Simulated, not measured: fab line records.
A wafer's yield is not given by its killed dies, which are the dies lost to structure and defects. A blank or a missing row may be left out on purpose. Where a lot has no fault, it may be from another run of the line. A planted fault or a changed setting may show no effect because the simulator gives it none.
Comparing a struck lot with a sound one + flow n5Finfet + 32 steps out of a route of 1938
Sound: these wafers, L112.1, L112.3, L112.6. Struck: wafer L109.2; the same lot's L109.3 was not struck, so it is left out; see the end for the cause.
Order at every step that has rows: each side's tool, ch and its chambers, its first start. Under that, the readings that differ: sound wafers + struck wafers + difference of the means + sigmas: that difference in standard deviations of wafers without a fault.
alike: same words and numbers on both sides, and readings whose means sit less than 2 such deviations apart. not compared: any withheld reading, any reading some wafer has no value for, any bound like >300 that may hide the same value, and any number with overlapping values for which the record gives no deviation.
Wherever a step has rows on one side only, a row that says differs or no value, or a row with sigmas, the two part there. Non-overlapping numbers with no deviation appear without sigmas and do not part them. A reading missing from all wafers of one side parts the sides only when that side holds two or more wafers.

first, 3 steps without rows for these wafers: N5_BEOL_M0_CUTY_STRIP_64 (strips in N2/H2); N5_BEOL_M0_ETCH_138 (etches SiCN in CH3F/O2, target depth 12 nm, time 31.6 s); N5_BEOL_M0_HM_OPEN_105 (chemistry Cl2/BCl3, target TiN, target depth 12 nm).
N5_BEOL_M0_STRIP_140: strips in CF4.
  sound on rieDiel-01 ch 0,1, day 10 09:37; struck on rieDiel-01 ch 3, day 9 09:48
  alike: drypumpMotorCurrentA, oesProductAu, rfVppV, showerheadPlenumPTorr, throttleValvePct
  not compared: rfHoursCounterH
N5_BEOL_M0_STRIP_104: strips in N2/H2.
  sound on rieDiel-01 ch 0,1, day 10 09:38; struck on rieDiel-01 ch 3, day 9 09:49
  alike: drypumpMotorCurrentA, oesProductAu, rfVppV, showerheadPlenumPTorr, throttleValvePct
  not compared: rfHoursCounterH
then, 4 steps without rows for these wafers: N5_BEOL_M0_WET_ETCH_106 (etches SiO2 in DHF, target depth 130 nm, rinse time 30 s); N5_BEOL_M0_ETCH_128 (etches SiCN in CF4/N2, target depth 12 nm, overetch 5.1 nm, time 21.4 s); N5_BEOL_M0_TRENCH_ETCH_107 (etches SiOC in C4F6/O2, target depth 32.8 nm, time 16.4 s); N5_BEOL_M0_STRIP_142 (strips in N2/H2, time 10 s).
N5_BEOL_M0_OCD_MEAS_108:
  sound on ocd-01 at day 10 10:12; struck on ocd-02 at day 9 10:23
  alike: trenchDepthNm
then, 2 steps without rows for these wafers: N5_BEOL_M0_HM_STRIP_129 (strips TiN in peroxide tin strip, target depth 17 nm, time 108 s); N5_BEOL_M0_SRD_130 (time 30 s).
N5_BEOL_M0_ETCH_109: etches SiCN in CH3F/O2, target depth 8 nm, overetch 2.4 nm, time 27.4 s.
  sound on rieDiel-02 ch 1,2,3, day 10 10:19; struck on rieDiel-01 ch 3, day 9 10:30
| reading                                          | sound      | struck | difference | sigmas |
|--------------------------------------------------|------------|--------|------------|--------|
| model.SiOC_of_BEOL_M0_SAQP_ILD_DEP_01.thkNm (nm) | 42.6 43 43 | 41     | -2         |        |
  alike: drypumpMotorCurrentA, oesProductAu, rfVppV, showerheadPlenumPTorr, throttleValvePct
  not compared: rfHoursCounterH
then, 8 steps without rows for these wafers: N5_BEOL_M0_STRIP_139 (strips in post etch residue remover, time 60 s); N5_BEOL_M0_SRD_111 (time 30 s); N5_BEOL_M0_DEGAS_112 (time 60 s); N5_BEOL_M0_PRE_CLEAN_113 (time 30 s); N5_BEOL_M0_ALD_136 (deposits TaN, pulse time 2 s, purge time 3 s, co reactant purge time 2 s); N5_BEOL_M0_SURFACE_TREAT_137; N5_BEOL_M0_CVD_115 (deposits Co from CCTBA/H2, time 120 s); N5_BEOL_M0_SPUTTER_116 (material Cu, target thk 4 nm, time 7.37 s).
N5_BEOL_M0_ANNEAL_117: time 60 s.
  sound on pvdSputter-02 at day 10 11:51; struck on pvdSputter-03 at day 9 12:44
  alike: heaterPowerW
then, 3 steps without rows for these wafers: N5_BEOL_M0_SPUTTER_132 (material Cu, target thk 4 nm, time 7.37 s); N5_BEOL_M0_ANNEAL_133 (time 60 s); N5_BEOL_M0_SPUTTER_134 (material Cu, target thk 4 nm, time 7.37 s).
N5_BEOL_M0_ANNEAL_135: time 60 s.
  sound on pvdSputter-02 at day 10 12:05; struck on pvdSputter-03 at day 9 12:59
  alike: heaterPowerW
then, 2 steps without rows for these wafers: N5_BEOL_M0_SPUTTER_141 (material Cu, target thk 4 nm, time 7.37 s); N5_BEOL_M0_ECD_118 (material Cu, target thk 300 nm).
N5_BEOL_M0_ANNEAL_119: time 90 s.
  sound on rtpAnneal-01 ch 0, day 10 12:19; struck on rtpAnneal-01 ch 0, day 9 13:16
  alike: wafer_temp_C_max
N5_BEOL_M0_CMP_120: polishes, stops on SiOC, t overpolish 6.9 s.
  sound on cmp-02 ch 2,3, day 10 14:39; struck on cmp-01 ch 0, day 9 13:33
| reading                                          | sound                | struck | difference | sigmas |
|--------------------------------------------------|----------------------|--------|------------|--------|
| headPressurePsi (psi)                            | 1.0050 0.9985 1.0034 | 0.9958 | -0.0065    | -3     |
| timeToEndpointS (s)                              | 59 61 60             | 67     | +7         | +2     |
| model.SiOC_of_BEOL_M0_SAQP_ILD_DEP_01.thkNm (nm) | 39.6 39.8 39.8       | 37.8   | -1.9       |        |
  alike: barrierFieldEndpointS, motorCurrentA, overpolishRunS
-- a jump in the record: the struck wafers' starts before and after are 2 days apart (it breaks off in module BEOL_M0 and resumes in module BEOL_M4, where the first step shown is number 1111 of the route) --
N5_BEOL_M4_RC_MEAS_101:
  sound on prober-01 ch 0, day 12 16:50; struck on prober-01 ch 0, day 11 19:49
  alike: DIBL_N, DIBL_P, IOFF_N, IOFF_P, ION_N, ION_P, SS_N, SS_P, VT_N, VT_P
following that, these wafers have no rows for 1 step: N5_PASSIVATION_PROBE_49.

## WHERE THEY PART
Only at N5_BEOL_M0_CMP_120, within this record. Later steps at which nothing parts them and some readings are alike: N5_BEOL_M4_RC_MEAS_101.

WHY: whatever the simulator had introduced
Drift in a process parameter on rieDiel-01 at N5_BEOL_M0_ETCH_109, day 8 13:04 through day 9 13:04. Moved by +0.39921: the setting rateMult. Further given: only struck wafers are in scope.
